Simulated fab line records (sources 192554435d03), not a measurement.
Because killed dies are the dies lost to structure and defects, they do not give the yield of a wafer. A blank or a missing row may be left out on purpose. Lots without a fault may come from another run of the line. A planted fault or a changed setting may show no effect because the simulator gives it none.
Chamber matching / flow n5Finfet / 3 sister chambers for N5_MOL_CONTACT_COAG_CO_FILL_22 on cvdCo-02
The step material Co, precursor CCTBA/H2, target thk 20 nm. 6 wafers are shown with their chamber, then 11 later ones without.

WAFERS, EACH WITH ITS CHAMBER
wafer=L087.1; chamber=0; heaterPowerW (W)=273; susceptorTempC (C)=200.30
wafer=L087.3; chamber=1; heaterPowerW (W)=275; susceptorTempC (C)=199.49
wafer=L088.1; chamber=2; heaterPowerW (W)=227; susceptorTempC (C)=200.13
wafer=L088.4; chamber=2; heaterPowerW (W)=224; susceptorTempC (C)=200.39
wafer=L088.6; chamber=0; heaterPowerW (W)=274; susceptorTempC (C)=199.99
wafer=L091.2; chamber=1; heaterPowerW (W)=269; susceptorTempC (C)=199.95

WAFERS WITH NO CHAMBER GIVEN
wafer=L091.5; heaterPowerW (W)=275; susceptorTempC (C)=199.97
wafer=L091.6; heaterPowerW (W)=271; susceptorTempC (C)=200.08
wafer=L094.1; heaterPowerW (W)=275; susceptorTempC (C)=200.06
wafer=L094.5; heaterPowerW (W)=269; susceptorTempC (C)=199.72
wafer=L094.6; heaterPowerW (W)=230; susceptorTempC (C)=200.22
wafer=L095.3; heaterPowerW (W)=265; susceptorTempC (C)=200.20
wafer=L095.4; heaterPowerW (W)=226; susceptorTempC (C)=199.89
wafer=L095.6; heaterPowerW (W)=278; susceptorTempC (C)=199.76
wafer=L097.1; heaterPowerW (W)=275; susceptorTempC (C)=199.76
wafer=L097.3; heaterPowerW (W)=274; susceptorTempC (C)=200.25
wafer=L097.5; heaterPowerW (W)=277; susceptorTempC (C)=200.03

WHICH CHAMBER EACH ONE RAN IN
wafer=L091.5; from the rows above=can't be placed: 0 or 1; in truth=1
wafer=L091.6; from the rows above=can't be placed: 0 or 1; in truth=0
wafer=L094.1; from the rows above=can't be placed: 0 or 1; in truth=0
wafer=L094.5; from the rows above=can't be placed: 1 or 0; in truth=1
wafer=L094.6; from the rows above=2; in truth=2
wafer=L095.3; from the rows above=can't be placed: 0 or 1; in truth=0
wafer=L095.4; from the rows above=2; in truth=2
wafer=L095.6; from the rows above=can't be placed: 1 or 0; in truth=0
wafer=L097.1; from the rows above=can't be placed: 1 or 0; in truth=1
wafer=L097.3; from the rows above=can't be placed: 0 or 1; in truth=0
wafer=L097.5; from the rows above=can't be placed: 0 or 1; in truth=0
2 of 11 placed correctly. Can't be placed from these rows: 9 (the true chamber is among the candidates in 9). 0 placed wrongly.
How it was worked out, from the rows above alone: a wafer's distance from a chamber is the root of the sum, over the readings, of the square of ((its reading less the chamber's mean) divided by the reading's scatter). The wafer belongs to the nearest chamber; if the next one is less than 2 further off, it can't be placed. For every chamber, the mean is computed from those of its wafers that are shown. The scatter: the root of (the sum of the squares of (reading less its chamber's mean) over the shown wafers, divided by (wafers less chambers)).
